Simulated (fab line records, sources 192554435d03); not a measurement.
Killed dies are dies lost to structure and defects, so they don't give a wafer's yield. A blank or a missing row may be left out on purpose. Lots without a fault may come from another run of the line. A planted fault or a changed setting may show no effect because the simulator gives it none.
A struck lot beside a sound one | flow n5_finfet | 19 steps out of a route of 1938
Sound: wafers L783.1, L783.2, L783.5. Struck: wafers L787.1, L787.4, L787.6. The cause comes at the end.
At each step with rows: each side's tool, then ch and its chambers, then its first start. Under that, the readings that differ: sound wafers | struck wafers | difference of the means | sigmas: that difference in standard deviations of wafers without a fault.
alike: readings whose means differ by less than 2 such deviations, and words and numbers that are the same on both sides. not compared: withheld readings, readings that some wafer has no value for, bounds like >300 that may hide the same value, and numbers for which the record gives no deviation and whose values overlap.
The two part at a step that has a row with sigmas, a row that says differs or no value, or rows on one side only. Numbers that don't overlap but have no deviation are shown without sigmas and don't part them. A reading that every wafer of one side lacks parts them only if that side has two wafers or more.

first, 7 steps without rows for these wafers: N5_BEOL_M11_COAT_60 (time 60 s, resist thk 30 nm); N5_BEOL_M11_COAT_05 (resist thk 90 nm); N5_BEOL_M11_EBR_07; N5_BEOL_M11_SOFTBAKE_06 (time 60 s); N5_BEOL_M11_EXPOSE_08 (exposes mask M11); N5_BEOL_M11_PEB_09 (peb time 60 s); N5_BEOL_M11_DEVELOP_10 (develop time 30 s).
N5_BEOL_M11_CD_MEAS_11: target cd 64.1 nm.
  sound on cd_sem-03 ch 0, day 10 14:38; struck on cd_sem-02 ch 0, day 11 13:03
  alike: cd_nm
N5_BEOL_M11_OVL_MEAS_12:
  sound on overlay-01 ch 0, day 10 14:40; struck on overlay-02 ch 0, day 11 13:05
  alike: M11_OVL
N5_BEOL_M11_INSPECT_13: inspects for defects (brightfield).
  sound on defect_inspect-02, day 10 14:41; struck on defect_inspect-01, day 11 13:07
  alike: raw_defect_count
N5_BEOL_M11_DESCUM_16: chemistry O2, time 7.9 s.
  sound on rie_diel-04 ch 1,3, day 10 15:16; struck on rie_diel-02 ch 0,1, day 11 13:08
  alike: drypump_motor_current_A, oes_product_au, rf_vpp_V, showerhead_plenum_p_Torr, throttle_valve_pct
  not compared: rf_hours_counter_h
N5_BEOL_M11_ETCH_61: etches SiARC in CF4, target depth 39 nm, time 65 s.
  sound on rie_diel-04 ch 1,3, day 10 15:18; struck on rie_diel-02 ch 0,1, day 11 13:11
  alike: bias_w, cf4_flow_sccm, drypump_motor_current_A, etch_rf_on_time_s, oes_product_au, rf_vpp_V, showerhead_plenum_p_Torr, throttle_valve_pct
  not compared: rf_hours_counter_h
N5_BEOL_M11_ETCH_62: etches SOC in N2/H2, target depth 110 nm, overetch 22 nm, time 165 s.
  sound on rie_diel-04 ch 1,3, day 10 15:21; struck on rie_diel-02 ch 0,1, day 11 13:14
  no value came back on the struck wafers for any of 9 readings (bias_w (W), chamber_pressure_mTorr (mTorr) and others); on the sound wafers bias_w (W) reads 150.4 150.9 150.1
  reading                                       | sound          | struck         | difference | sigmas
  model.CAR-ArF_of_BEOL_M11_COAT_05.thk_nm (nm) | 0 0 0          | 55.6 55.6 55.2 | +55.5      |
  model.SiARC_of_BEOL_M11_COAT_60.thk_nm (nm)   | 23.4 23.4 23.6 | 30 30 30       | +7         |
  not compared: rf_hours_counter_h
then, 1 step without rows for these wafers: N5_BEOL_M11_STRIP_68 (strips in N2/H2).
N5_BEOL_M11_STRIP_67: strips in CF4.
  sound on rie_diel-04 ch 1,3, day 10 15:30; struck on rie_diel-02 ch 0,1, day 11 13:22
  alike: drypump_motor_current_A, oes_product_au, rf_vpp_V, showerhead_plenum_p_Torr, throttle_valve_pct
  not compared: rf_hours_counter_h
N5_BEOL_M11_HM_OPEN_17: chemistry Cl2/BCl3, target TiN, target depth 20 nm, overetch 6 nm.
  sound on rie_metal-03 ch 0,1, day 10 15:32; struck on rie_metal-02 ch 0,1, day 11 13:25
  reading               | sound          | struck         | difference | sigmas
  oes_product_au (a.u.) | 0.61 0.69 0.61 | 0.31 0.32 0.26 | -0.34      | -5
  alike: drypump_motor_current_A, oes_ar_750_au, throttle_valve_pct
  not compared: rf_hours_counter_h
N5_BEOL_M11_STRIP_19: strips in O2.
  sound on rie_diel-02 ch 1,2,3, day 10 15:39; struck on rie_diel-02 ch 0,1, day 11 13:32
  alike: drypump_motor_current_A, oes_product_au, rf_vpp_V, showerhead_plenum_p_Torr, throttle_valve_pct
  not compared: rf_hours_counter_h
N5_BEOL_M11_CD_MEAS_18: pitch 140 nm, target cd 70 nm.
  sound on cd_sem-02, day 10 15:43; struck on cd_sem-01, day 11 13:36
  reading    | sound          | struck | difference                    | sigmas
  cd_nm (nm) | 69.7 70.1 69.6 | - - -  | no value on the struck wafers |
then, 1 step without rows for these wafers: N5_BEOL_M11_COAT_63 (time 60 s, resist thk 100 nm).

WHERE THEY PART
First at N5_BEOL_M11_ETCH_62; last, within this record, at N5_BEOL_M11_CD_MEAS_18.

WHY: what the simulator had put in
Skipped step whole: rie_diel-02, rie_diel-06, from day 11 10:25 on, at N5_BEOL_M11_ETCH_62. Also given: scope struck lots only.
